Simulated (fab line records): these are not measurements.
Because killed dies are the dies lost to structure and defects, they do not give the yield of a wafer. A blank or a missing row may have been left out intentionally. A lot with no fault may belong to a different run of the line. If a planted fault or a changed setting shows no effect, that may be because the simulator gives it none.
fab line records | flow nand_harc
record: lots: 6 wafers: 18 last_day: 23
route steps=1159 shown A_M1@1029 END@1159
lots untouched by any fault: they come from a run of this same line in which no faults occurred
start_h: hours from the record's first day to the start of the lot's first wafer shown | wait_h: hours elapsed since this lot's preceding step | " repeats the value in the row above | L1.1+2: a row that stands for several wafers | - no value, or no start given | * or withheld: withheld | < > ~ a bound
route shown NAME@n: a module of which the file shows steps, and the number in the route of the first | usual: the fault-free wafers' mean and standard deviation | same: alike in all rows | chamber/n: place in a boat | sites: each site's reading | _std_site: standard deviation across them | _edge_site: outer sites' mean less inner sites' | radius_mm: how far each site lies from the wafer's centre | mask NAME#n: copy n | behind: the last tool/chamber to shape the wafer | hold: why the lot went on hold/how many hours it stayed there/how the hold came to an end | device: the transistor (n, p or np) that didn't switch | end of line: tests of these same wafers at the route's end | for a step that has no rows: nothing shown but its recipe | killed: at the first sort, the dies lost to defects and structure; wafer yield is something else | map: a wafer's dies, x killed, . not, _ none there
set.NAME: the setting the step ran with; set.NAME@STEP: the setting that earlier step ran with | model.NAME: the simulator's own value behind a step, which no gauge read
a table for each step, a row for each wafer; lots at some steps of the route
services: from which hour (start_h, from the record's first day; less than 0 if before it) a tool's chamber was out of use, for how many hours, and why
== steps ==
step: NHARC_A_M1_COAT_34
recipe: temp_c: 200 time_s: 65
step: NHARC_A_M1_COAT_03
recipe: spin_rpm: 1500 resist_thk_nm: 90
step: NHARC_A_M1_SOFTBAKE_04
recipe: temp_c: 105 time_s: 55
step: NHARC_A_M1_EBR_05
step: NHARC_A_M1_EXPOSE_06
recipe: na: 1.35 target_cd_nm: 120 dose_mj: 75.13 mask_id: A_M1
step: NHARC_A_M1_PEB_07
recipe: peb_temp_c: 100 peb_time_s: 65
step: NHARC_A_M1_DEVELOP_08
recipe: develop_time_s: 35 dev_temp_c: 23
step: NHARC_A_M1_CD_MEAS_09
recipe: target_cd_nm: 120 landing_energy_ev: 500
usual: cd_nm: 119.8/0.78
columns lot.wafer tool chamber start_h wait_h cd_nm
L417.2 cd_sem-02 0 409.43 - 118.8
L417.4 " 0 " " 119.0
L417.6 " 0 " " 119.4
L420.1 cd_sem-02 0 411.64 - 121.1
L420.4 " 0 " " 120.0
L420.5 " 0 " " 120.0
L425.2 cd_sem-01 0 466.41 - 120.2
L425.3 " 0 " " 118.8
L425.4 " 0 " " 120.6
L427.2 cd_sem-02 0 503.77 - 118.7
L427.4 " 0 " " 118.1
L427.6 " 0 " " 119.3
L429.3 cd_sem-03 0 509.65 - 119.9
L429.5 " 0 " " 119.3
L429.6 " 0 " " 119.8
L431.2 cd_sem-01 0 521.96 - 120.7
L431.4 " 0 " " 119.9
L431.6 " 0 " " 119.8
step: NHARC_A_M1_OVL_MEAS_10
recipe: pitch_nm: 240
usual: overlay_x_nm: -0.1/0.78 overlay_y_nm: -0.3/0.72
columns lot.wafer tool chamber start_h wait_h overlay_x_nm overlay_y_nm
L417.2 overlay-01 - 409.51 - -0.7 -0.8
L417.4 " - " " -0.6 -1.2
L417.6 " - " " -0.5 -1.1
L420.1 overlay-01 - 411.74 - 0.8 -0.8
L420.4 " - " " 0.9 -1.0
L420.5 " - " " 0.9 -1.1
L425.2 overlay-01 - 466.49 - -0.1 -0.9
L425.3 " - " " -0.2 -0.7
L425.4 " - " " 0.1 -0.6
L427.2 overlay-02 - 503.86 - 0.6 -0.4
L427.4 " - " " 1.2 0.1
L427.6 " - " " 0.2 -0.2
L429.3 overlay-01 - 509.74 - -1.1 -0.2
L429.5 " - " " -0.6 -0.9
L429.6 " - " " -1.5 -0.1
L431.2 overlay-01 - 522.04 - 0.4 -0.3
L431.4 " - " " -0.3 -0.2
L431.6 " - " " -0.4 -0.6
step: NHARC_A_M1_INSPECT_11
usual: raw_defect_count: 31/13
columns lot.wafer tool chamber start_h wait_h raw_defect_count
L417.2 defect_inspect-02 - 409.55 0.0 22
L417.4 " - " " 19
L417.6 " - " " 22
L420.1 defect_inspect-02 - 411.78 0.0 23
L420.4 " - " " 26
L420.5 " - " " 17
L425.2 defect_inspect-02 - 466.53 0.0 37
L425.3 " - " " 32
L425.4 " - " " 31
L427.2 defect_inspect-01 - 503.90 0.0 35
L427.4 " - " " 48
L427.6 " - " " 33
L429.3 defect_inspect-02 - 509.77 0.0 38
L429.5 " - " " 36
L429.6 " - " " 28
L431.2 defect_inspect-02 - 522.08 0.0 61
L431.4 " - " " 54
L431.6 " - " " 59
step: NHARC_A_M1_DESCUM_14
recipe: time_s: 3 o2_flow_sccm: 200 ar_flow_sccm: 0 bias_power_w: 0 chemistry: O2
usual: drypump_motor_current_A: 5.5/0.48 oes_product_au: 1.001/0.014 rf_vpp_V: 57.9/0.89 showerhead_plenum_p_Torr: 1.94/0.075 throttle_valve_pct: 11.311/0.009
columns lot.wafer tool chamber start_h wait_h drypump_motor_current_A oes_product_au rf_hours_counter_h rf_vpp_V showerhead_plenum_p_Torr throttle_valve_pct
L417.2 rie_diel-12 3 409.61 0.1 6.2 0.997 0.7 59.1 2.07 11.299
L417.4 " 2 " " 4.7 1.017 0.7 57.7 1.90 11.305
L417.6 " 3 " " 6.2 0.989 - 57.5 2.07 11.314
L420.1 rie_diel-12 1 411.85 0.1 5.2 1.017 0.8 58.8 2.00 11.322
L420.4 " 2 " " 4.7 1.022 0.8 58.1 1.90 11.299
L420.5 " 1 " " 5.1 1.021 - 57.9 2.00 11.309
L425.3 rie_diel-12 1 466.59 0.1 5.2 1.023 1.9 58.8 2.00 11.313
L425.4 " 2 " " 4.7 1.006 1.9 57.3 1.90 11.308
L425.2 " 0 " " 5.1 1.019 1.8 59.7 1.98 11.316
L427.2 rie_diel-09 2 503.96 0.1 5.1 0.996 4.3 57.4 1.93 11.324
L427.6 " 2 " " 5.1 0.979 - 58.0 1.94 11.310
L427.4 " 3 " " 6.0 1.015 - 56.9 1.90 11.303
L429.3 rie_diel-09 0 509.86 0.1 5.3 0.983 5.2 58.3 2.03 11.302
L429.6 " 3 " " 6.1 1.004 - 56.1 1.90 11.309
L429.5 " 0 " " 5.3 0.984 - 58.1 2.03 11.297
L431.2 rie_diel-09 2 522.17 0.1 5.1 0.995 6.2 57.3 1.93 11.321
L431.6 " 3 " " 6.1 0.999 - 56.4 1.90 11.300
L431.4 " 2 " " 5.1 0.991 - 58.5 1.93 11.294
step: NHARC_A_M1_ETCH_35
recipe: target_depth_a: 400 overetch_a: 120 time_s: 43.94 ion_energy_ev: 200 n2_flow_sccm: 150 h2_flow_sccm: 150 ar_flow_sccm: 0 rf_w: 400 bias_w: 150 chemistry: N2/H2
usual: drypump_motor_current_A: 5.5/0.48 oes_product_au: 1.000/0.013 rf_vpp_V: 431.5/2.3 run_length_s: 65.2/0.45 showerhead_plenum_p_Torr: 2.08/0.081 throttle_valve_pct: 14.171/0.0095
columns lot.wafer tool chamber start_h wait_h drypump_motor_current_A oes_product_au rf_hours_counter_h rf_vpp_V run_length_s showerhead_plenum_p_Torr throttle_valve_pct
L417.2 rie_diel-12 3 409.69 0.1 6.2 0.995 0.7 436.7 65.4 2.21 14.153
L417.4 " 0 " " 5.1 1.017 0.7 432.1 65.7 2.11 14.179
L417.6 " 3 " " 6.2 0.989 - 435.6 65.4 2.21 14.178
L420.4 rie_diel-12 1 411.93 0.1 5.3 1.012 0.8 431.9 65.3 2.14 14.168
L420.1 " 2 " " 4.7 1.012 0.8 429.3 64.8 2.02 14.169
L420.5 " 1 " " 5.3 1.018 - 433.8 65.5 2.14 14.186
L425.4 rie_diel-12 1 466.68 0.1 5.2 1.027 1.9 433.9 65.3 2.14 14.168
L425.2 " 2 " " 4.7 1.006 1.9 431.0 65.0 2.02 14.168
L425.3 " 3 " " 6.2 1.003 1.8 434.9 65.0 2.21 14.165
L427.2 rie_diel-09 0 504.07 0.1 5.3 0.988 5.0 433.9 65.6 2.17 14.187
L427.4 " 2 " " 5.1 0.985 - 432.3 65.2 2.06 14.161
L427.6 " 3 " " 6.0 0.999 - 431.0 65.0 2.03 14.179
L429.3 rie_diel-09 2 509.94 0.1 5.1 0.991 4.6 430.7 64.8 2.06 14.170
L429.5 " 0 " " 5.3 1.000 - 433.7 65.5 2.17 14.155
L429.6 " 3 " " 6.0 1.011 - 430.1 65.1 2.03 14.162
L431.2 rie_diel-09 3 522.25 0.1 6.0 0.996 6.5 429.0 64.8 2.03 14.179
L431.6 " 3 " " 6.0 1.002 - 430.1 64.7 2.03 14.179
L431.4 " 2 " " 5.1 0.994 - 430.4 64.9 2.06 14.172
step: NHARC_A_M1_ETCH_15
recipe: target_depth_a: 1825 time_s: 91.2 c4f8_flow_sccm: withheld ar_flow_sccm: 400 rf_w: 600 bias_w: 300 chemistry: C4F8/Ar
usual: oes_product_au: 0.961/0.023 rf_vpp_V: 441.9/2.3 run_length_s: 112.5/0.46
columns lot.wafer tool chamber start_h wait_h oes_product_au rf_hours_counter_h rf_vpp_V run_length_s
L417.4 rie_diel-12 0 409.79 - 0.977 0.7 442.5 113.2
L417.2 " 2 " " 1.000 0.8 439.7 112.1
L417.6 " 0 " " 0.974 - 443.3 112.9
L420.1 rie_diel-12 1 412.02 - 0.972 0.9 443.5 112.7
L420.4 " 2 " " 0.986 0.8 439.1 112.1
L420.5 " 1 " " 0.973 - 444.2 112.9
L425.3 rie_diel-12 3 466.76 - 0.972 1.8 445.3 112.7
L425.2 " 0 " " 0.979 1.8 443.6 112.8
L425.4 " 1 " " 0.981 1.9 444.5 113.0
L427.2 rie_diel-09 3 504.18 - 0.968 4.7 440.2 112.1
L427.6 " 0 " " 0.960 - 445.2 112.8
L427.4 " 3 " " 0.969 - 440.8 112.3
L429.3 rie_diel-09 0 510.06 - 0.963 5.2 443.5 112.7
L429.5 " 2 " " 0.966 - 442.2 112.8
L429.6 " 3 " " 0.969 - 440.2 101.4
L431.2 rie_diel-09 3 522.35 - 0.959 6.6 441.1 101.6
L431.6 " 3 " " 0.953 - 440.1 102.0
L431.4 " 2 " " 0.946 - 441.1 112.1
step: NHARC_A_M1_CD_MEAS_16
usual: cd_nm: 120.2/1
columns lot.wafer tool chamber start_h wait_h cd_nm
L417.2 cd_sem-02 - 409.92 - 119.3
L417.4 " - " " 119.4
L417.6 " - " " 120.0
L420.1 cd_sem-02 - 412.14 - 121.0
L420.4 " - " " 121.7
L420.5 " - " " 120.7
L425.2 cd_sem-01 - 466.90 - 120.8
L425.3 " - " " 120.0
L425.4 " - " " 121.2
L427.2 cd_sem-01 - 504.31 - 120.7
L427.4 " - " " 118.2
L427.6 " - " " 120.8
L429.3 cd_sem-03 - 510.19 - 120.7
L429.5 " - " " 121.1
L429.6 " - " " 119.8
L431.2 cd_sem-01 - 522.50 - 121.2
L431.4 " - " " 120.9
L431.6 " - " " 119.2
step: NHARC_END_SORT_01
recipe: temp_c: 25
usual: defect_limited_yield: 95.1/1.6 killed_at_array: 29/10 killed_at_other: 0.7/1.1 killed_at_periphery: 3.3/2.4 killed_dies: 33/11 killed_open: 3.3/2 killed_short: 1.9/1.3 sort_bin_2_pct: 1.5/0.67 sort_bin_3_pct: 0.27/0.24 sort_bin_4_pct: 3.1/1.1 sort_n_pass: 644/11 sort_rim_yield_pct: 97.1/2.1 sort_yield_pct: 95.1/1.6
same: gross_dies: 677 sort_bin_5_pct[%]: 0 sort_bin_6_pct[%]: 0 sort_bin_7_pct[%]: 0 sort_bin_8_pct[%]: 0 sort_rim_n_gross: 106.00
columns lot.wafer tool chamber start_h wait_h defect_limited_yield[%] killed_at_array killed_at_other killed_at_periphery killed_dies killed_open killed_short sort_bin_2_pct[%] sort_bin_3_pct[%] sort_bin_4_pct[%] sort_n_pass sort_rim_yield_pct[%] sort_yield_pct[%]
L420.1 prober-01 0 453.31 2.5 97.6 16 0 0 16 1 0 0.7 0.15 1.5 661 100.0 97.6
L420.4 prober-01 0 455.74 3.4 96.3 25 0 0 25 3 1 0.3 0 3.4 652 100.0 96.3
L420.5 prober-01 0 456.55 3.7 97.3 17 0 1 18 2 2 0.6 0.30 1.8 659 97.2 97.3
L429.6 prober-02 0 553.50 4.0 90.7 57 0 6 63 6 0 6.1 0.30 3.0 614 80.2 90.7
L431.2 prober-02 0 558.55 2.8 90.1 61 3 3 67 2 1 3.7 0.30 5.9 610 91.5 90.1
L431.4 prober-02 0 560.16 3.4 92.2 50 0 3 53 1 2 1.0 0.44 6.4 624 92.5 92.2
L431.6 prober-02 0 561.76 4.0 89.7 67 1 2 70 2 3 4.7 0.44 5.2 607 88.7 89.7
killed by level:class
L420.1 A_CHANNEL_HOLE_D1:chamber_film_flake=10 A_SLIT:chamber_film_flake=2 A_STAIRCASE:chamber_film_flake=2 A_M0:geometric_particle:open=1 A_ZERO_WELL:chamber_film_flake=1
L420.4 A_CHANNEL_HOLE_D1:chamber_film_flake=14 A_STAIRCASE:chamber_film_flake=3 A_WL_FILL:chamber_film_flake=2 A_ONON_D1:geometric_particle:open=1 A_CONTACT:geometric_particle:open=1 A_CONTACT:geometric_particle:short=1 A_M0:geometric_particle:open=1 A_CONTACT:chamber_film_flake=1
L420.5 A_CHANNEL_HOLE_D1:chamber_film_flake=10 A_STAIRCASE:chamber_film_flake=4 P_GATE:geometric_particle:short=1 A_CHANNEL_FILL_D1:geometric_particle:open=1 A_CONTACT:geometric_particle:short=1 A_M0:geometric_particle:open=1
L429.6 A_M1:area_etch=31 A_CHANNEL_HOLE_D1:chamber_film_flake=14 A_CONTACT:chamber_film_flake=5 A_ONON_D1:geometric_particle:open=2 P_M1:chamber_film_flake=2 A_ZERO_WELL:chamber_film_flake=2 P_GATE:geometric_particle:open=1 P_M1:geometric_particle:open=1
L431.2 A_CHANNEL_HOLE_D1:chamber_film_flake=30 A_SLIT:chamber_film_flake=17 A_M1:area_etch=6 A_CONTACT:chamber_film_flake=3 THIN_TSV:chamber_film_flake=3 P_M2:chamber_film_flake=2 A_STAIRCASE:chamber_film_flake=2 P_M0:geometric_particle:open=1
L431.4 A_CHANNEL_HOLE_D1:chamber_film_flake=25 A_SLIT:chamber_film_flake=15 A_CONTACT:chamber_film_flake=7 P_M0:geometric_particle:open=1 A_CHANNEL_FILL_D1:geometric_particle:short=1 A_M0:geometric_particle:short=1 P_STI:chamber_film_flake=1 P_M2:chamber_film_flake=1
L431.6 A_SLIT:chamber_film_flake=21 A_M1:area_etch=18 A_CHANNEL_HOLE_D1:chamber_film_flake=17 A_CONTACT:chamber_film_flake=5 P_M0:geometric_particle:short=1 A_ONON_D1:geometric_particle:short=1 A_WL_FILL:geometric_particle:short=1 A_CONTACT:geometric_particle:open=1
map L429.6 (x killed, . not)
____________.____________
_________......._________
_______..........._______
______.............______
_____..............._____
____.................____
____.x...............____
___...................___
___...................___
__.....................__
__.....................__
_x......................_
_.x....................._
_......................._
_....x.................._
_......................._
.........................
.........................
....x....x.............x.
.......................xx
.........................
_.x....................._
_.x....................x_
_.........x...x........x_
_.x......xxx............_
_.......x..x.x....x....x_
__.x.....xxxx.....x...x__
__.x......x.........x.x__
___....x..xxx.....x.xx___
___x......x..........x___
____..x.........x....____
____..x.............x____
_____x...........x.._____
______.x......x...x______
_______x.x..x.xx.x_______
_________x..x.x._________
____________.____________
map L431.6 (x killed, . not)
____________.____________
_________......._________
_______..........._______
______.....x.......______
_____..............x_____
____.................____
____.................____
___..................x___
___...................___
__x....................__
__.....................__
_......................._
_..............xx.....x._
_.........x............._
_..............x........_
_.............x........._
.............xxx.x.......
.............xxxx........
x............x.x.x......x
.........x..x.xx.x.....x.
...x...........xx........
_...................x..._
_.........x.xx.....x...._
_..........xx.....x....._
_.........x.x.........x._
_...........xx.........x_
__........xxx...x......__
__........xxxx.x..x.xx.__
___........x..........___
___........x.x........___
____.................____
____...x.............____
_____..............._____
______x........x...______
_______..x.x....xx_______
_________.x.x..._________
____________.____________
== services ==
columns tool chamber start_h hours kind
rie_diel-09 0 385.74 - clean
rie_diel-09 1 385.74 - clean
rie_diel-09 2 385.74 - clean
rie_diel-09 3 385.74 - clean
rie_diel-12 0 388.40 - clean
rie_diel-12 1 388.40 - clean
rie_diel-12 2 388.40 - clean
rie_diel-12 3 388.40 - clean
rie_diel-12 0 390.24 1.4 repair
rie_diel-09 0 410.24 - clean
rie_diel-09 1 410.24 - clean
rie_diel-09 2 410.24 - clean
rie_diel-09 3 410.24 - clean
rie_diel-12 0 412.90 - clean
rie_diel-12 1 412.90 - clean
rie_diel-12 2 412.90 - clean
rie_diel-12 3 412.90 - clean
rie_diel-09 - 431.11 9.0 pm
rie_diel-09 0 431.11 9.0 vent_cycle
rie_diel-09 1 431.11 9.0 vent_cycle
rie_diel-09 2 431.11 9.0 vent_cycle
rie_diel-09 3 431.11 9.0 vent_cycle
rie_diel-09 1 501.92 33.4 repair
rie_diel-12 - 521.76 0.7 repair
== key ==
first_sign: step: NHARC_A_M1_ETCH_15 reading: run_length_s direction: down sigmas: 23 usual: * struck: *
effect: step: NHARC_END_SORT_01 reading: sort_bin_2_pct direction: up sigmas: 5 usual: 1.5 struck: 4.8
more_kills_born_at: NHARC_A_M1_ETCH_15@rie_diel-09: 55
met_at NHARC_A_M1_ETCH_15
struck_wafers L429.6,L431.2,L431.6
onset_between 504.18 510.06
fault: kind: process_parameter_drift tool: rie_diel-09 chamber: - onset_h: 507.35 steps: NHARC_A_M1_ETCH_15 channel: time_s offset: * shape: step end_h: 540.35 scope: struck_wafers_only acts_in: * stated: *
